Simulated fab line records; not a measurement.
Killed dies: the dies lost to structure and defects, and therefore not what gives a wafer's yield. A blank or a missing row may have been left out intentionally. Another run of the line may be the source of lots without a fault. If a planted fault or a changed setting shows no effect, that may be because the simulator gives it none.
Chamber matching    flow nandHarc    4 sister chambers for NHARC_A_CHANNEL_FILL_D1_CMP_10 on cmp-02
The step polishes, target thk 150 nm. 7 wafers are shown with their chamber, then 7 later ones without.

== EACH WAFER AND ITS CHAMBER ==
wafer   chamber  motorCurrentA (A)  slurryFlowMlMin
L078.5  0        11.2               150.1
L082.4  1        9.7                150.1
L082.5  2        12.2               149.6
L086.1  2        12.5               150.0
L086.2  1        9.6                149.8
L087.2  3        12.8               150.1
L087.5  3        13.1               150.0

== WAFERS WHOSE CHAMBER IS MISSING ==
wafer   motorCurrentA (A)  slurryFlowMlMin
L087.6  11.8               150.6
L090.3  11.4               149.6
L090.4  10.2               150.5
L090.6  11.2               149.7
L096.3  13.4               149.5
L096.4  10.6               150.5
L096.5  13.4               148.9

== CHAMBER TAKEN BY EACH ==
wafer    from the rows above       in truth
L087.6   can't be placed: 0 or 2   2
L090.3   0                         0
L090.4   can't be placed: 1 or 0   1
L090.6   0                         0
L096.3   3                         3
L096.4   0                         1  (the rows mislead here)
L096.5   can't be placed: 3 or 2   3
3 of 7 placed correctly. Can't be placed from these rows: 3 (the true chamber is among the candidates in 3). Number placed wrongly: 1.
How it was worked out, from the rows above alone: a wafer's distance from a chamber is the root of the sum, over the readings, of the square of ((its reading less the chamber's mean) divided by the reading's scatter). If the next closest chamber is less than 2 further off than the closest, the wafer can't be placed; otherwise it belongs to the closest. For every chamber, the mean is computed from those of its wafers that are shown. The scatter is the square root of a quotient: the sum, over the shown wafers, of each reading's squared deviation from its chamber's mean, divided by wafers minus chambers.
